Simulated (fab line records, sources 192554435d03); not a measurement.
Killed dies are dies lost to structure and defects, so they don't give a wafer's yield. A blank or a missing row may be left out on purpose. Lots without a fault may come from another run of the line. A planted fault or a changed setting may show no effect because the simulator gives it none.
One fault seen from 2 desks | flow n5_finfet | each desk has only its own numbers; what lay behind them comes last

THE TOOL OWNER'S DESK: rie_si-06
The tool's own readings at N5_FIN_SAQP_ETCH_65 (etches SiO2 in CF4, target depth 4 nm, time 4.4 s): means of the sampled wafers that have a number, for each lot that ran on this tool. A lot is out of limits, marked OUT, if its mean lies more than 4 standard deviations from the usual mean; the brackets give that distance.
Columns: A = drypump_motor_current_A at N5_FIN_SAQP_ETCH_65, usual 5.36 A; B = oes_product_au at N5_FIN_SAQP_ETCH_65, usual 0.999 a.u.; C = throttle_valve_pct at N5_FIN_SAQP_ETCH_65, usual 21.84 %
lot  | first seen here | A    | B                | C
L752 | day 2 02:32     | 5.51 | 1.000            | 21.81
L758 | day 3 11:56     | 5.30 | 1.003            | 21.73
L766 | day 5 12:05     | 5.32 | 0.856 (-12) OUT  | 21.69
L768 | day 5 23:47     | 5.29 | 0.898 (-8.4) OUT | 21.67
This desk's finding: out of limits on L766, L768; first on L766, day 5 12:05 (oes_product_au at N5_FIN_SAQP_ETCH_65). In limits: L752, L758.

THE METROLOGY DESK
What the gauges read, lot by lot, whatever tool the lot ran on: means of the sampled wafers that have a number. A lot is out of limits, marked OUT, if its mean lies more than 4 standard deviations from the usual mean; the brackets give that distance.
Columns: A = cd_nm at N5_FIN_SAQP_CD_MEAS_27, usual 20.32 nm
lot  | first seen here | A
L752 | day 2 02:22     | 20.69
L754 | day 2 11:51     | 20.57
L758 | day 3 11:47     | 20.38
L763 | day 4 18:01     | 20.47
L766 | day 5 11:56     | 20.13
L768 | day 5 23:38     | 20.45
This desk's finding: nothing out of limits on any of the 6 lots.

PUT TOGETHER
The tool owner's desk could have raised an alarm at day 5 12:05, on L766, L768.
The metrology desk saw nothing out of limits.
The metrology desk has L766, L768 on record, within its limits.
Of the lots named, all ran N5_FIN_SAQP_ETCH_65 on rie_si-06.

WHAT THE SIMULATOR HAD PUT IN
Process parameter drift: rie_si-06, from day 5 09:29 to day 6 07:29, at N5_FIN_SAQP_ETCH_65. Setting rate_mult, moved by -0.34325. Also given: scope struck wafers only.
Lots struck among those shown: L766, L768.
Hours from the fault's start to each desk's first reading out of limits: the tool owner's desk, 3.
